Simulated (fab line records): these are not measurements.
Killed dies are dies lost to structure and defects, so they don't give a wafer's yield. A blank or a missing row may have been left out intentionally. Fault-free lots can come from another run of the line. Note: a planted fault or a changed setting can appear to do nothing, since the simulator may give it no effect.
fab line records	flow n5_finfet
record lots=24	wafers=72	last_day=18
route steps=1938 shown BEOL_M10@1522 BEOL_M11@1537 BEOL_M12@1603
lots untouched by any fault: they come from a run of this same line in which no faults occurred
start_h: hours from the record's opening day to when the first of the lot's shown wafers began	wait_h: hours from the lot's prior step to this one	" unchanged from the row above	L1.1+2: a single row standing in for several wafers	- no value, or no start was given	* or withheld: withheld	< > ~ a bound
route shown NAME@n: a module of which the file shows steps, and the number in the route of the first	usual: average and standard deviation across the fault-free wafers	same: alike in all rows	chamber/n: place in a boat	sites: the reading at each site	_std_site: the values' standard deviation	_edge_site: the outer-site mean with the inner-site mean subtracted	radius_mm: how far each site lies from the wafer's centre	mask NAME#n: copy n	behind: tool/chamber where the wafer was last shaped	hold: the reason the lot was held/the length of the hold in hours/how it ended	device: whichever transistor did not switch (one of n, p or np)	end of line: the tests these same wafers got at the end of their route	for a step that has no rows: nothing shown but its recipe	killed: not the wafer's yield, but the dies lost to structure and defects at the first sort	map: shows each die of a wafer: x if killed, . if not, _ if none is there
set.NAME: the setting as run; set.NAME@STEP: as run at that earlier step	model.NAME: the simulator's own value behind a step, which no gauge read
route steps across a sampled set of lots; one table per step, one row per wafer
services: from which hour (start_h, from the record's first day; less than 0 if before it) a tool's chamber was out of use, for how many hours, and why
## steps
# step N5_BEOL_M10_DEGAS_44
# recipe ambient=vacuum	temp_c=250	time_s=60
# usual heater_power_w=329/24
lot.wafer	tool	chamber	start_h	wait_h	heater_power_w
L074.2	pvd_sputter-01	-	235.77	0.5	309
L074.5	"	-	"	"	346
L074.6	"	-	"	"	314
L076.3	pvd_sputter-03	-	249.17	0.5	296
L076.5	"	-	"	"	316
L076.6	"	-	"	"	301
L075.1	pvd_sputter-03	-	250.01	1.0	382
L075.2	"	-	"	"	320
L075.6	"	-	"	"	297
L077.1	pvd_sputter-03	-	250.09	0.9	373
L077.3	"	-	"	"	302
L077.6	"	-	"	"	308
L080.3	pvd_sputter-03	-	253.51	0.2	378
L080.4	"	-	"	"	309
L080.5	"	-	"	"	299
L078.1	pvd_sputter-03	-	254.05	0.4	372
L078.2	"	-	"	"	328
L078.6	"	-	"	"	300
L079.1	pvd_sputter-01	-	254.81	1.1	348
L079.4	"	-	"	"	316
L079.5	"	-	"	"	355
L081.1	pvd_sputter-01	-	278.11	0.6	326
L081.2	"	-	"	"	330
L081.5	"	-	"	"	311
L084.1	pvd_sputter-01	-	285.21	1.4	327
L084.3	"	-	"	"	314
L084.5	"	-	"	"	319
L082.2	pvd_sputter-02	-	285.86	0.6	328
L082.5	"	-	"	"	370
L082.6	"	-	"	"	328
L083.2	pvd_sputter-03	-	285.98	0.3	322
L083.4	"	-	"	"	308
L083.6	"	-	"	"	323
L086.3	pvd_sputter-03	-	313.77	1.8	302
L086.5	"	-	"	"	320
L086.6	"	-	"	"	296
L087.2	pvd_sputter-03	-	317.07	0.4	319
L087.4	"	-	"	"	382
L087.5	"	-	"	"	300
L088.2	pvd_sputter-02	-	319.74	1.5	338
L088.3	"	-	"	"	377
L088.6	"	-	"	"	381
L085.3	pvd_sputter-02	-	320.22	1.5	332
L085.4	"	-	"	"	361
L085.5	"	-	"	"	378
L090.1	pvd_sputter-02	-	323.15	1.0	328
L090.2	"	-	"	"	367
L090.3	"	-	"	"	344
L092.2	pvd_sputter-01	-	331.00	0.2	346
L092.4	"	-	"	"	330
L092.5	"	-	"	"	341
L089.1	pvd_sputter-02	-	333.30	1.7	341
L089.3	"	-	"	"	375
L089.4	"	-	"	"	336
L091.2	pvd_sputter-01	-	341.20	1.8	327
L091.4	"	-	"	"	314
L091.6	"	-	"	"	316
L094.3	pvd_sputter-01	-	355.79	0.4	315
L094.4	"	-	"	"	309
L094.6	"	-	"	"	319
L095.4	pvd_sputter-01	-	355.87	0.3	310
L095.5	"	-	"	"	326
L095.6	"	-	"	"	305
L093.2	pvd_sputter-01	-	356.49	0.5	313
L093.3	"	-	"	"	311
L093.4	"	-	"	"	345
L096.2	pvd_sputter-01	-	372.73	0.3	340
L096.3	"	-	"	"	320
L096.5	"	-	"	"	327
L097.1	pvd_sputter-03	-	390.82	0.4	293
L097.4	"	-	"	"	318
L097.5	"	-	"	"	319
# step N5_BEOL_M10_ALD_74
# recipe material=TaN	target_thk_a=20	temp_c=275	ald_precursor_family=PDMAT	ald_co_reactant=NH3	pressure_torr=3	carrier_flow_sccm=1500	pulse_time_s=2	purge_time_s=3	co_reactant_purge_time_s=2	co_reactant_pulse_time_s=3	ald_cycles=40	precursor_vessel_temp_c=75	precursor_vessel_pressure_torr=26.25	precursor_vessel_carrier_sccm=1000
# usual heater_power_w=405/59	mfc_carrier_sccm=1499/4.2	precursor_vessel_carrier_sccm=1000.1/2.8
lot.wafer	tool	chamber	start_h	wait_h	heater_power_w	mfc_carrier_sccm	precursor_vessel_carrier_sccm	since_wet_clean_h
L074.2	ald_metal-03	2	235.87	0.0	437	1498	1002.5	6053
L074.5	"	0	"	"	492	1505	1000.2	-
L074.6	"	1	"	"	364	1496	1001.3	-
L076.3	ald_metal-03	3	249.27	0.0	395	1494	1002.1	6066
L076.5	"	3	"	"	397	1504	997.3	-
L076.6	"	0	"	"	487	1493	998.7	-
L075.1	ald_metal-01	0	250.11	0.0	337	1510	1001.4	2990
L075.2	"	1	"	"	424	1497	1004.0	2990
L075.6	"	1	"	"	442	1496	1005.0	-
L077.1	ald_metal-03	2	250.19	0.0	429	1496	995.6	6067
L077.3	"	1	"	"	368	1503	1000.9	6067
L077.6	"	0	"	"	485	1497	1003.9	-
L080.3	ald_metal-01	1	253.67	0.1	420	1503	999.0	2993
L080.4	"	0	"	"	328	1502	998.5	2993
L080.5	"	1	"	"	417	1497	999.4	-
L078.1	ald_metal-03	1	254.36	0.3	361	1494	999.5	6071
L078.2	"	2	"	"	433	1506	999.9	6071
L078.6	"	1	"	"	361	1501	996.8	-
L079.1	ald_metal-01	3	254.92	0.0	480	1502	1006.5	2995
L079.4	"	0	"	"	355	1496	1004.7	2995
L079.5	"	3	"	"	479	1497	1003.6	-
L081.1	ald_metal-03	3	278.27	0.1	404	1490	1000.3	6095
L081.2	"	1	"	"	362	1505	1004.8	6095
L081.5	"	1	"	"	356	1504	999.9	-
L084.1	ald_metal-04	0	285.33	0.1	443	1496	1003.3	4564
L084.3	"	1	"	"	385	1498	998.3	4564
L084.5	"	2	"	"	408	1500	994.1	-
L082.2	ald_metal-03	3	285.97	0.1	390	1502	995.0	6103
L082.5	"	0	"	"	498	1496	999.0	-
L082.6	"	3	"	"	396	1506	995.2	-
L083.2	ald_metal-01	3	286.10	0.0	476	1502	999.0	3026
L083.4	"	2	"	"	301	1503	1002.2	3026
L083.6	"	3	"	"	494	1507	997.0	-
L086.3	ald_metal-03	2	314.13	0.3	427	1495	996.9	6131
L086.5	"	0	"	"	506	1500	1000.6	-
L086.6	"	3	"	"	388	1496	996.0	-
L087.2	ald_metal-03	0	317.17	0.0	484	1499	998.1	6134
L087.4	"	3	"	"	403	1496	1001.2	6134
L087.5	"	1	"	"	361	1493	996.3	-
L088.2	ald_metal-04	0	319.84	0.0	438	1492	996.0	4598
L088.3	"	3	"	"	437	1496	996.9	4598
L088.6	"	1	"	"	390	1504	999.7	-
L085.3	ald_metal-04	3	320.32	0.0	448	1500	1002.4	4599
L085.4	"	1	"	"	389	1503	999.7	4599
L085.5	"	0	"	"	436	1505	998.2	-
L090.1	ald_metal-01	2	323.29	0.1	302	1503	999.8	3063
L090.2	"	1	"	"	426	1499	998.8	3063
L090.3	"	0	"	"	339	1500	1002.6	3063
L092.2	ald_metal-01	2	331.10	0.0	294	1495	1001.0	3071
L092.4	"	3	"	"	478	1497	1000.9	3071
L092.5	"	3	"	"	488	1494	999.0	-
L089.1	ald_metal-01	3	333.40	0.0	468	1500	1001.3	3073
L089.3	"	2	"	"	305	1491	999.8	3073
L089.4	"	1	"	"	427	1498	999.9	3073
L091.2	ald_metal-04	2	341.30	0.0	397	1504	1003.5	4620
L091.4	"	3	"	"	441	1499	1001.1	4620
L091.6	"	0	"	"	447	1502	1000.1	-
L094.3	ald_metal-03	3	355.89	0.0	368	1494	1004.7	5
L094.4	"	0	"	"	482	1500	1000.1	5
L094.6	"	0	"	"	461	1493	999.9	-
L095.4	ald_metal-01	1	355.97	0.0	432	1500	996.8	3096
L095.5	"	0	"	"	338	1503	998.3	-
L095.6	"	1	"	"	425	1497	1004.5	-
L093.2	ald_metal-03	1	356.82	0.3	329	1500	999.6	6
L093.3	"	2	"	"	420	1496	1002.8	6
L093.4	"	0	"	"	476	1504	1005.5	6
L096.2	ald_metal-03	2	372.83	0.0	406	1504	1003.7	22
L096.3	"	3	"	"	375	1501	997.6	22
L096.5	"	2	"	"	415	1503	1001.1	-
L097.1	ald_metal-01	2	390.92	0.0	300	1496	1001.2	3131
L097.4	"	1	"	"	429	1499	1001.8	3131
L097.5	"	2	"	"	304	1499	1001.1	-
# step N5_BEOL_M11_CURE_71
# recipe temp_c=385	time_s=240	ambient=He/Ar	material=SiCOH_lowk
# usual lamp_power_pct=52.31/0.051	wafer_temp_C_max=386.6/0.61
lot.wafer	tool	chamber	start_h	wait_h	lamp_power_pct	wafer_temp_C_max
L074.2	uv_cure-02	1	238.03	0.2	52.37	387.3
L074.5	"	1	"	"	52.28	387.0
L074.6	"	1	"	"	52.34	386.0
L076.3	uv_cure-03	1	251.19	0.2	52.29	386.2
L076.5	"	1	"	"	52.27	386.7
L076.6	"	1	"	"	52.21	386.6
L075.1	uv_cure-02	1	252.00	0.0	52.32	386.6
L075.2	"	1	"	"	52.45	387.1
L075.6	"	1	"	"	52.26	386.3
L077.1	uv_cure-01	0	252.41	0.0	52.24	386.4
L077.3	"	0	"	"	52.30	387.7
L077.6	"	0	"	"	52.30	386.8
L080.3	uv_cure-03	2	255.87	0.2	52.33	387.1
L080.4	"	2	"	"	52.30	387.2
L080.5	"	2	"	"	52.33	387.0
L078.1	uv_cure-03	1	256.19	0.2	52.32	386.6
L078.2	"	1	"	"	52.33	386.7
L078.6	"	1	"	"	52.30	386.7
L079.1	uv_cure-02	0	256.73	0.0	52.28	386.9
L079.4	"	0	"	"	52.26	386.7
L079.5	"	0	"	"	52.28	387.2
L081.1	uv_cure-01	2	282.79	0.0	52.28	385.5
L081.2	"	2	"	"	52.20	386.2
L081.5	"	2	"	"	52.31	386.0
L084.1	uv_cure-03	2	288.57	0.0	52.38	386.8
L084.3	"	2	"	"	52.27	386.8
L084.5	"	2	"	"	52.33	386.6
L082.2	uv_cure-01	0	289.37	0.1	52.39	387.0
L082.5	"	0	"	"	52.41	386.8
L082.6	"	0	"	"	52.35	386.9
L083.2	uv_cure-02	2	289.64	0.1	52.22	385.4
L083.4	"	2	"	"	52.37	385.7
L083.6	"	2	"	"	52.37	386.1
L086.3	uv_cure-02	2	318.14	0.4	52.34	386.6
L086.5	"	2	"	"	52.34	385.8
L086.6	"	2	"	"	52.23	386.5
L087.2	uv_cure-01	0	322.34	0.1	52.38	386.5
L087.4	"	0	"	"	52.34	386.3
L087.5	"	0	"	"	52.34	386.3
L088.2	uv_cure-01	2	324.17	0.1	52.28	386.0
L088.3	"	2	"	"	52.38	386.0
L088.6	"	2	"	"	52.33	386.2
L085.3	uv_cure-01	2	325.19	0.2	52.37	385.5
L085.4	"	2	"	"	52.34	385.9
L085.5	"	2	"	"	52.28	385.7
L090.1	uv_cure-02	2	327.83	0.0	52.30	385.8
L090.2	"	2	"	"	52.25	386.1
L090.3	"	2	"	"	52.20	385.7
L092.2	uv_cure-03	0	335.66	0.5	52.37	388.1
L092.4	"	0	"	"	52.36	387.2
L092.5	"	0	"	"	52.27	386.7
L089.1	uv_cure-02	0	336.44	0.0	52.31	386.9
L089.3	"	0	"	"	52.29	386.7
L089.4	"	0	"	"	52.20	386.5
L091.2	uv_cure-03	1	343.31	0.1	52.37	386.5
L091.4	"	1	"	"	52.29	386.9
L091.6	"	1	"	"	52.33	386.8
L095.4	uv_cure-01	1	359.89	0.3	52.27	386.8
L095.5	"	1	"	"	52.28	388.0
L095.6	"	1	"	"	52.33	387.0
L094.3	uv_cure-03	2	360.08	0.2	52.25	386.3
L094.4	"	2	"	"	52.28	386.4
L094.6	"	2	"	"	52.35	386.7
L093.2	uv_cure-03	2	361.08	0.1	52.25	386.7
L093.3	"	2	"	"	52.26	386.7
L093.4	"	2	"	"	52.37	386.7
L096.2	uv_cure-01	1	375.05	0.2	52.28	388.0
L096.3	"	1	"	"	52.26	387.5
L096.5	"	1	"	"	52.24	387.6
L097.1	uv_cure-01	1	393.86	0.0	52.35	389.0
L097.4	"	1	"	"	52.35	387.6
L097.5	"	1	"	"	52.35	387.3
# step N5_BEOL_M11_PRE_CLEAN_45
# recipe gas=H2/He	time_s=30	temp_c=250
# usual heater_power_w=333/27
lot.wafer	tool	chamber	start_h	wait_h	heater_power_w
L074.2	pvd_sputter-03	-	244.08	0.0	300
L074.5	"	-	"	"	317
L074.6	"	-	"	"	388
L076.3	pvd_sputter-01	-	255.91	0.0	351
L076.5	"	-	"	"	314
L076.6	"	-	"	"	349
L075.1	pvd_sputter-03	-	256.21	0.0	303
L075.2	"	-	"	"	387
L075.6	"	-	"	"	311
L077.1	pvd_sputter-03	-	256.29	0.0	313
L077.3	"	-	"	"	290
L077.6	"	-	"	"	305
L080.3	pvd_sputter-03	-	259.27	0.0	298
L080.4	"	-	"	"	307
L080.5	"	-	"	"	318
L078.1	pvd_sputter-03	-	262.64	0.0	301
L078.2	"	-	"	"	377
L078.6	"	-	"	"	307
L079.1	pvd_sputter-02	-	262.72	0.0	327
L079.4	"	-	"	"	353
L079.5	"	-	"	"	372
L081.1	pvd_sputter-02	-	287.44	0.0	349
L081.2	"	-	"	"	325
L081.5	"	-	"	"	338
L084.1	pvd_sputter-03	-	291.74	0.0	302
L084.3	"	-	"	"	310
L084.5	"	-	"	"	324
L082.2	pvd_sputter-01	-	295.13	0.0	324
L082.5	"	-	"	"	320
L082.6	"	-	"	"	351
L083.2	pvd_sputter-01	-	296.35	0.0	335
L083.4	"	-	"	"	322
L083.6	"	-	"	"	353
L086.3	pvd_sputter-03	-	324.81	0.0	303
L086.5	"	-	"	"	314
L086.6	"	-	"	"	302
L087.2	pvd_sputter-03	-	328.27	0.0	299
L087.4	"	-	"	"	386
L087.5	"	-	"	"	379
L088.2	pvd_sputter-02	-	328.56	0.0	336
L088.3	"	-	"	"	374
L088.6	"	-	"	"	343
L085.3	pvd_sputter-03	-	330.74	0.0	306
L085.4	"	-	"	"	322
L085.5	"	-	"	"	303
L090.1	pvd_sputter-01	-	333.33	0.0	320
L090.2	"	-	"	"	317
L090.3	"	-	"	"	344
L092.2	pvd_sputter-01	-	341.98	0.0	328
L092.4	"	-	"	"	319
L092.5	"	-	"	"	310
L089.1	pvd_sputter-01	-	342.06	0.0	322
L089.3	"	-	"	"	315
L089.4	"	-	"	"	345
L091.2	pvd_sputter-02	-	352.63	0.0	345
L091.4	"	-	"	"	328
L091.6	"	-	"	"	367
L094.3	pvd_sputter-03	-	365.53	0.0	310
L094.4	"	-	"	"	301
L094.6	"	-	"	"	304
L095.4	pvd_sputter-03	-	365.71	0.0	304
L095.5	"	-	"	"	378
L095.6	"	-	"	"	318
L093.2	pvd_sputter-02	-	367.22	0.0	339
L093.3	"	-	"	"	327
L093.4	"	-	"	"	379
L096.2	pvd_sputter-03	-	379.94	0.0	292
L096.3	"	-	"	"	382
L096.5	"	-	"	"	321
L097.1	pvd_sputter-02	-	398.65	0.0	336
L097.4	"	-	"	"	328
L097.5	"	-	"	"	335
# step N5_BEOL_M11_RS_MEAS_57
# recipe thk_meas_gauge=four-point-probe	reads=Cu_of_BEOL_M11_ECD_50+Co_of_BEOL_M11_CVD_75+TaN_of_BEOL_M11_ALD_74
# usual M11_RS=0.153/0.0035
lot.wafer	tool	chamber	start_h	wait_h	M11_RS[ohm/sq]
L074.2	film_metro-01	-	247.34	0.0	0.156
L074.5	"	-	"	"	0.151
L074.6	"	-	"	"	0.158
L076.3	film_metro-01	-	257.87	0.0	0.156
L076.5	"	-	"	"	0.157
L076.6	"	-	"	"	0.152
L075.1	film_metro-02	-	259.50	0.1	0.159
L075.2	"	-	"	"	0.152
L075.6	"	-	"	"	0.154
L077.1	film_metro-02	-	259.70	0.0	0.147
L077.3	"	-	"	"	0.157
L077.6	"	-	"	"	0.148
L080.3	film_metro-01	-	262.77	0.0	0.154
L080.4	"	-	"	"	0.152
L080.5	"	-	"	"	0.149
L078.1	film_metro-01	-	264.27	0.0	0.153
L078.2	"	-	"	"	0.153
L078.6	"	-	"	"	0.147
L079.1	film_metro-01	-	264.74	0.1	0.152
L079.4	"	-	"	"	0.159
L079.5	"	-	"	"	0.159
L081.1	film_metro-01	-	291.32	0.0	0.150
L081.2	"	-	"	"	0.153
L081.5	"	-	"	"	0.155
L084.1	film_metro-02	-	296.07	0.0	0.152
L084.3	"	-	"	"	0.152
L084.5	"	-	"	"	0.151
L082.2	film_metro-01	-	300.19	0.0	0.151
L082.5	"	-	"	"	0.150
L082.6	"	-	"	"	0.149
L083.2	film_metro-01	-	301.62	0.0	0.158
L083.4	"	-	"	"	0.149
L083.6	"	-	"	"	0.150
L086.3	film_metro-02	-	328.48	0.0	0.148
L086.5	"	-	"	"	0.152
L086.6	"	-	"	"	0.146
L087.2	film_metro-02	-	333.48	0.0	0.159
L087.4	"	-	"	"	0.155
L087.5	"	-	"	"	0.152
L088.2	film_metro-01	-	333.55	0.0	0.150
L088.3	"	-	"	"	0.153
L088.6	"	-	"	"	0.150
L085.3	film_metro-02	-	334.49	0.0	0.148
L085.4	"	-	"	"	0.149
L085.5	"	-	"	"	0.155
L090.1	film_metro-02	-	336.02	0.0	0.151
L090.2	"	-	"	"	0.150
L090.3	"	-	"	"	0.153
L089.1	film_metro-01	-	343.81	0.0	0.155
L089.3	"	-	"	"	0.157
L089.4	"	-	"	"	0.156
L092.2	film_metro-02	-	343.89	0.0	0.152
L092.4	"	-	"	"	0.151
L092.5	"	-	"	"	0.154
L091.2	film_metro-01	-	354.63	0.0	0.154
L091.4	"	-	"	"	0.160
L091.6	"	-	"	"	0.156
L094.3	film_metro-01	-	367.17	0.0	0.153
L094.4	"	-	"	"	0.157
L094.6	"	-	"	"	0.155
L095.4	film_metro-02	-	367.46	0.0	0.153
L095.5	"	-	"	"	0.147
L095.6	"	-	"	"	0.153
L093.2	film_metro-02	-	370.66	0.0	0.148
L093.3	"	-	"	"	0.145
L093.4	"	-	"	"	0.152
L096.2	film_metro-02	-	384.58	0.0	0.155
L096.3	"	-	"	"	0.155
L096.5	"	-	"	"	0.151
L097.1	film_metro-02	-	401.69	0.0	0.151
L097.4	"	-	"	"	0.155
L097.5	"	-	"	"	0.154
# step N5_BEOL_M12_THK_MEAS_01
# recipe reads=SiOC_of_BEOL_M12_ILD_DEP_00
# usual M12_ILD_THK=658/8.1
lot.wafer	tool	chamber	start_h	wait_h	M12_ILD_THK[nm]
L074.2	film_metro-02	-	247.53	0.1	656
L074.5	"	-	"	"	669
L074.6	"	-	"	"	662
L076.3	film_metro-02	-	258.07	0.1	650
L076.5	"	-	"	"	662
L076.6	"	-	"	"	667
L075.1	film_metro-01	-	259.69	0.1	656
L075.2	"	-	"	"	653
L075.6	"	-	"	"	663
L077.1	film_metro-02	-	259.89	0.1	663
L077.3	"	-	"	"	655
L077.6	"	-	"	"	667
L080.3	film_metro-02	-	262.97	0.1	650
L080.4	"	-	"	"	660
L080.5	"	-	"	"	664
L078.1	film_metro-01	-	264.46	0.1	646
L078.2	"	-	"	"	653
L078.6	"	-	"	"	673
L079.1	film_metro-02	-	264.93	0.1	659
L079.4	"	-	"	"	671
L079.5	"	-	"	"	659
L081.1	film_metro-01	-	291.52	0.1	645
L081.2	"	-	"	"	646
L081.5	"	-	"	"	668
L084.1	film_metro-02	-	296.26	0.1	655
L084.3	"	-	"	"	648
L084.5	"	-	"	"	659
L082.2	film_metro-01	-	300.38	0.1	648
L082.5	"	-	"	"	659
L082.6	"	-	"	"	662
L083.2	film_metro-01	-	301.81	0.1	644
L083.4	"	-	"	"	652
L083.6	"	-	"	"	669
L086.3	film_metro-01	-	328.67	0.1	675
L086.5	"	-	"	"	687
L086.6	"	-	"	"	682
L087.2	film_metro-02	-	333.73	0.1	649
L087.4	"	-	"	"	659
L087.5	"	-	"	"	659
L088.2	film_metro-01	-	333.74	0.1	652
L088.3	"	-	"	"	650
L088.6	"	-	"	"	661
L085.3	film_metro-01	-	334.68	0.1	649
L085.4	"	-	"	"	656
L085.5	"	-	"	"	664
L090.1	film_metro-01	-	336.21	0.1	666
L090.2	"	-	"	"	661
L090.3	"	-	"	"	651
L089.1	film_metro-01	-	344.01	0.1	645
L089.3	"	-	"	"	646
L089.4	"	-	"	"	661
L092.2	film_metro-02	-	344.13	0.1	646
L092.4	"	-	"	"	656
L092.5	"	-	"	"	662
L091.2	film_metro-01	-	354.82	0.1	655
L091.4	"	-	"	"	666
L091.6	"	-	"	"	663
L094.3	film_metro-01	-	367.37	0.1	656
L094.4	"	-	"	"	665
L094.6	"	-	"	"	664
L095.4	film_metro-02	-	367.65	0.0	663
L095.5	"	-	"	"	666
L095.6	"	-	"	"	659
L093.2	film_metro-01	-	370.85	0.1	649
L093.3	"	-	"	"	654
L093.4	"	-	"	"	662
L096.2	film_metro-01	-	384.77	0.1	656
L096.3	"	-	"	"	653
L096.5	"	-	"	"	658
L097.1	film_metro-01	-	401.89	0.1	637
L097.4	"	-	"	"	656
L097.5	"	-	"	"	656
## services
tool	chamber	start_h	hours	kind
uv_cure-01	-	214.19	2.1	pm
ald_metal-03	-	214.41	0.8	repair
uv_cure-02	-	270.32	7.5	pm
ald_metal-01	-	272.75	4.3	pm
ald_metal-04	1	274.31	5.4	repair
uv_cure-02	-	281.91	2.4	repair
ald_metal-01	-	286.60	28.1	pm
uv_cure-01	-	309.58	0.8	repair
ald_metal-04	-	311.85	2.8	pm
uv_cure-02	-	328.53	7.5	pm
ald_metal-04	-	331.47	0.3	repair
ald_metal-03	-	337.25	14.0	pm
ald_metal-03	0	337.25	14.0	vent_cycle
ald_metal-03	1	337.25	14.0	vent_cycle
ald_metal-03	2	337.25	14.0	vent_cycle
ald_metal-03	3	337.25	14.0	vent_cycle
ald_metal-03	0	351.25	-	clean
ald_metal-03	1	351.25	-	clean
ald_metal-03	2	351.25	-	clean
ald_metal-03	3	351.25	-	clean
pvd_sputter-02	-	357.48	4.6	repair
uv_cure-02	-	365.69	2.8	pm
uv_cure-01	-	398.17	3.4	pm
## key
fault none
